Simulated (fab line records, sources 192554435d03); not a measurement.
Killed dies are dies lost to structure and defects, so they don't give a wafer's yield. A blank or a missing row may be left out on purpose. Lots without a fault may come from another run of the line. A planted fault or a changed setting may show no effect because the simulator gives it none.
Split-lot experiment | flow n5_finfet | 7 lots, 21 wafers read, on a route of 1938 steps

THE SPLIT
At N5_BEOL_M11_PECVD_70 (deposits SiO2 from TEOS/O2, target thk 20 nm, time 22.7 s), the setting time_s was moved away from the recipe's 22.7 s on 9 of the 21 wafers read, by -5.1% to +13.6%. The other wafers ran this setting at the recipe's value.

FROM THE SPLIT TO THE READING: what the file shows between them, 9 steps
- N5_BEOL_M11_COAT_59: time 60 s, resist thk 100 nm (also split here: spin_rpm)
- N5_BEOL_M11_COAT_60: time 60 s, resist thk 30 nm
- N5_BEOL_M11_COAT_05: resist thk 90 nm
- N5_BEOL_M11_DESCUM_16: chemistry O2, time 7.9 s
- N5_BEOL_M11_ETCH_61: etches SiARC in CF4, target depth 39 nm, time 65 s
- N5_BEOL_M11_ETCH_62: etches SOC in N2/H2, target depth 110 nm, overetch 22 nm, time 165 s
- N5_BEOL_M11_STRIP_68: strips in N2/H2
- N5_BEOL_M11_STRIP_67: strips in CF4
- N5_BEOL_M11_STRIP_77: strips in N2/H2, time 10 s

THE READING
SiO2_of_BEOL_M11_PECVD_70.thk_nm (the simulator's own value, which no gauge read), in nm, at N5_BEOL_M11_HM_STRIP_39 (strips TiN in peroxide tin strip, target depth 25 nm, time 158 s). The file gives no usual value for it. The 12 wafers here that ran the recipe average 19.7 nm, standard deviation 0.29 nm.

wafer  | tool, chamber at the split | time_s as run, s | against the recipe | SiO2_of_BEOL_M11_PECVD_70.thk_nm, nm | against lot-mates on the recipe
L077.2 | pecvd-03, 0                | 25               | +10.1%             | 21.6                                 | +1.6
L077.5 | pecvd-03, 2                | 25               | +10.1%             | 21.6                                 | +1.6
L077.4 | pecvd-03, 0                | 22.7             | recipe             | 20                                   | -
L082.1 | pecvd-03, 0                | 22.7             | recipe             | 19.4                                 | -
L082.2 | pecvd-03, 2                | 22.7             | recipe             | 19.4                                 | -
L082.5 | pecvd-03, 2                | 22.7             | recipe             | 19.6                                 | -
L079.1 | pecvd-04, 0                | 24.45            | +7.7%              | 21                                   | +0.8
L079.5 | pecvd-04, 1,0              | 22.7             | recipe             | 20.2                                 | -
L079.6 | pecvd-04, 1,0              | 22.7             | recipe             | 20.2                                 | -
L085.1 | pecvd-04, 0                | 21.54            | -5.1%              | 18.8                                 | -1.0
L085.5 | pecvd-04, 0                | 22.7             | recipe             | 19.8                                 | -
L085.6 | pecvd-04, 2                | 21.54            | -5.1%              | 18.6                                 | -1.2
L089.1 | pecvd-04, 0                | 24.88            | +9.6%              | 21.4                                 | +2.0
L089.2 | pecvd-04, 2                | 24.88            | +9.6%              | 21                                   | +1.6
L089.6 | pecvd-04, 2                | 22.7             | recipe             | 19.4                                 | -
L093.4 | pecvd-03, 0                | 22.7             | recipe             | 19.6                                 | -
L093.5 | pecvd-03, 1                | 24.32            | +7.1%              | 21.6                                 | +1.9
L093.6 | pecvd-03, 2                | 22.7             | recipe             | 19.8                                 | -
L095.1 | pecvd-03, 1                | 25.78            | +13.6%             | 22.4                                 | +2.8
L095.2 | pecvd-03, 0                | 22.7             | recipe             | 19.4                                 | -
L095.4 | pecvd-03, 1                | 22.7             | recipe             | 19.8                                 | -
Where a row lists several chambers, the file gives one row for several wafers and doesn't say which wafer went through which chamber.

THE FIT
A straight line over all 21 wafers: SiO2_of_BEOL_M11_PECVD_70.thk_nm changes by +0.186 nm for each +1% of time_s; r = +0.96; the points scatter about the line by 0.29 nm.
The same after taking each lot's own level away (the mean of its wafers on the recipe; 21 wafers): +0.187 nm for each +1%; r = +0.97; scatter 0.25 nm.
On that fit, the largest move of time_s shifts the reading by 2.5 nm.
The lots' own levels span 19.40 to 20.20 nm, that is 2.8 times the standard deviation above.
So the lot-to-lot level changes the slope little: the two slopes agree.
Check: with one of the wafers moved furthest among these (+13.6%) left out of the fit, the line predicts +2.41 nm for it against its lot-mates. It came out at +2.8 nm against them.

OTHER SPLITS ON THESE WAFERS
These wafers also went through other splits before the reading. Each is held against what the fit with the lots' levels taken away leaves over:
other split on the same wafers    | wafers away from the commonest value | r with SiO2_of_BEOL_M11_PECVD_70.thk_nm (lot level and that fit taken away)
N5_BEOL_M8_EXPOSE_25 dose_mj      | 10                                   | +0.10
N5_BEOL_M9_HM_DEP_02 target_thk_a | 5                                    | -0.16
N5_BEOL_M9_COAT_05 spin_rpm       | 9                                    | +0.39
N5_BEOL_M11_COAT_59 spin_rpm      | 7                                    | -0.10

THE WHOLE CHAIN: every reading that the file lists as answering this split, in the file's order
step                    | what it does                                                     | reading                                                                           | change (the file's fit)               | r (the file's)
N5_BEOL_M11_PECVD_70    | deposits SiO2 from TEOS/O2, target thk 20 nm, time 22.7 s        | SiO2_of_BEOL_M11_PECVD_70.thk_nm (the simulator's own value, which no gauge read) | +0.18 nm for each +1% of the setting  | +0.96
N5_BEOL_M11_HM_STRIP_39 | strips TiN in peroxide tin strip, target depth 25 nm, time 158 s | SiO2_of_BEOL_M11_PECVD_70.thk_nm (the simulator's own value, which no gauge read) | +0.188 nm for each +1% of the setting | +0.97

THE FILE'S OWN FIT
SiO2_of_BEOL_M11_PECVD_70.thk_nm changes by +0.188 nm for each +1% of time_s, r = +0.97.
